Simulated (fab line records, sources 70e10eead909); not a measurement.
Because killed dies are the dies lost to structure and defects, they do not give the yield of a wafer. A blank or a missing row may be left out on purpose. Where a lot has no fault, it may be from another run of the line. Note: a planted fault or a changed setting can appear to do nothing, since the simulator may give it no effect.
Chamber matching    flow nandHarc    4 sister chambers for NHARC_A_STAIRCASE_TRIM_187 on rieDiel-11
The step chemistry O2, time 211.2 s. 4 wafers are shown with their chamber, then 10 later ones without.

## WAFERS, EACH WITH ITS CHAMBER
wafer   chamber  drypumpMotorCurrentA (A)
L082.2  2        6.00
L084.5  3        5.92
L085.1  0        6.24
L085.2  1        5.49

## WAFERS WHOSE CHAMBER IS MISSING
wafer   drypumpMotorCurrentA (A)
L085.6  5.99
L090.1  5.94
L090.3  5.88
L090.5  6.21
L091.1  5.97
L091.3  5.92
L091.6  5.91
L094.1  5.95
L094.3  6.23
L094.4  5.92

## EACH ONE'S CHAMBER
wafer   from the rows above      in truth
L085.6  2                        2
L090.1  can't be placed: 3 or 2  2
L090.3  3                        3
L090.5  0                        0
L091.1  can't be placed: 2 or 3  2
L091.3  3                        3
L091.6  3                        3
L094.1  can't be placed: 3 or 2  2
L094.3  0                        0
L094.4  3                        3
Placed correctly: 7 of 10. Not placeable from these rows: 3 (in 3, the candidates include the true chamber). Placed wrongly: 0.
How it was worked out, from the rows above alone: a wafer's distance from a chamber is the root of the sum, over the readings, of the square of ((its reading less the chamber's mean) divided by the reading's scatter). The wafer belongs to the nearest chamber; if the next one is less than 2 further off, it can't be placed. For every chamber, the mean is computed from those of its wafers that are shown. The scatter (one wafer shown for each chamber): square how far every hidden wafer sits from the nearest shown wafer, average those squares and take the square root.
